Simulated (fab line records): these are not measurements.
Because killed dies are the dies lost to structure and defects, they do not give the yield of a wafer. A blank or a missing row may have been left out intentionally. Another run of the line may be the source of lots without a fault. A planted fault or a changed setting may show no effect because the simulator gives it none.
Split-lot experiment	flow n5Finfet	route with 1938 steps; 7 lots, 39 wafers read

## ON THE SPLIT
At N5_DUMMY_GATE_ETCH_37 (etches SOC in N2/H2, target depth 60 nm, overetch 30 nm), the setting sourceW was moved away from the recipe's 840 W on 18 of the 39 wafers read, by -15.8% to +17.0%. The other wafers ran this setting at the recipe's value.

The split's own step is where the reading is taken.

## THE READING
rfVppV, in V, at N5_DUMMY_GATE_ETCH_37 (etches SOC in N2/H2, target depth 60 nm, overetch 30 nm). On this fab line, fault-free wafers typically give 524.9 V with a standard deviation of 2.5 V.

wafer	tool, chamber at the split	sourceW as run, W	against the recipe	rfVppV, V	against lot-mates on the recipe
L078.1	rieDiel-03, 2	840	recipe	527.2	-
L078.2	rieDiel-03, 3	840	recipe	521.1	-
L078.3	rieDiel-03, 1	782.7	-6.8%	540.6	+15.1
L078.4	rieDiel-03, 0	782.7	-6.8%	538.0	+12.5
L078.5	rieDiel-03, 2	840	recipe	528.1	-
L078.6	rieDiel-03, 1	782.7	-6.8%	540.5	+15.0
L080.1	rieDiel-03, 1	968	+15.2%	503.4	-22.7
L080.2	rieDiel-03, 2	840	recipe	527.4	-
L080.3	rieDiel-03, 0	840	recipe	525.2	-
L080.4	rieDiel-03, 3	968	+15.2%	498.5	-27.6
L080.5	rieDiel-03, 1	968	+15.2%	502.2	-23.9
L080.6	rieDiel-03, 0	840	recipe	525.7	-
L086.1	rieDiel-05, 0	791.3	-5.8%	537.5	+12.0
L086.2	rieDiel-05, 1	840	recipe	526.3	-
L086.3	rieDiel-05, 3	840	recipe	525.4	-
L086.4	rieDiel-05, 2	791.3	-5.8%	530.5	+5.0
L086.5	rieDiel-05, 0	791.3	-5.8%	537.1	+11.6
L086.6	rieDiel-05, 3	840	recipe	524.9	-
L092.1	rieDiel-06, 3	840	recipe	520.8	-
L092.2	rieDiel-06, 2	840	recipe	523.9	-
L092.3	rieDiel-06, 0	884	+5.2%	514.1	-9.5
L092.4	rieDiel-06, 1	884	+5.2%	517.0	-6.6
L092.5	rieDiel-06, 2	884	+5.2%	514.8	-8.8
L092.6	rieDiel-06, 1	840	recipe	526.2	-
L094.1	rieDiel-06, 0	706.9	-15.8%	554.4	+30.6
L094.2	rieDiel-06, 3	840	recipe	522.6	-
L094.3	rieDiel-06, 2	840	recipe	522.3	-
L094.4	rieDiel-06, 1	840	recipe	526.5	-
L094.5	rieDiel-06, 0	706.9	-15.8%	554.0	+30.2
L094.6	rieDiel-06, 3	706.9	-15.8%	551.9	+28.1
L095.1	rieDiel-06, 3	840	recipe	523.6	-
L095.2	rieDiel-06, 0	983	+17.0%	496.5	-26.1
L095.3	rieDiel-06, 1	983	+17.0%	498.6	-24.0
L095.4	rieDiel-06, 0	840	recipe	522.3	-
L095.5	rieDiel-06, 1	983	+17.0%	500.6	-22.0
L095.6	rieDiel-06, 3	840	recipe	521.8	-
L096.1	rieDiel-05, 2	840	recipe	520.5	-
L096.2	rieDiel-05, 0	840	recipe	524.6	-
L096.3	rieDiel-05, 1	840	recipe	526.1	-

THE FIT
A straight line over all 39 wafers: rfVppV changes by -1.67 V for each +1% of sourceW; r = -0.98; the points scatter about the line by 2.6 V.
The same after taking each lot's own level away (the mean of its wafers on the recipe; 39 wafers): -1.66 V for each +1%; r = -0.98; scatter 2.5 V.
According to that fit, moving sourceW by its largest amount changes the reading by 28 V.
Measured against the standard deviation above, the lots' own levels, which go from 522.57 to 526.10 V, span 1.4 times it.
So the lot-to-lot level changes the slope little: the two slopes agree.
Check: with one of the wafers moved furthest among these (+17.0%) left out of the fit, the line predicts -27.5 V for it against its lot-mates. It came out at -26.1 V against them.
Tool readings at the split's step, against how far the setting was moved: rfVppV r = -0.98.

## ADDITIONAL SPLITS CARRIED BY THESE WAFERS
Note: prior to the reading, these wafers also went through further splits. Each is held against what the fit with the lots' levels taken away leaves over:
other split on the same wafers	wafers away from the commonest value	r with rfVppV (lot level and that fit taken away)
N5_FIN_CUT_CUT_ETCH_15 targetDepthA	15	-0.01
N5_DUMMY_GATE_EXPOSE_12 doseMj	15	-0.06

## FILE'S OWN FIT
rfVppV changes by -1.65 V for each +1% of sourceW, r = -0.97.
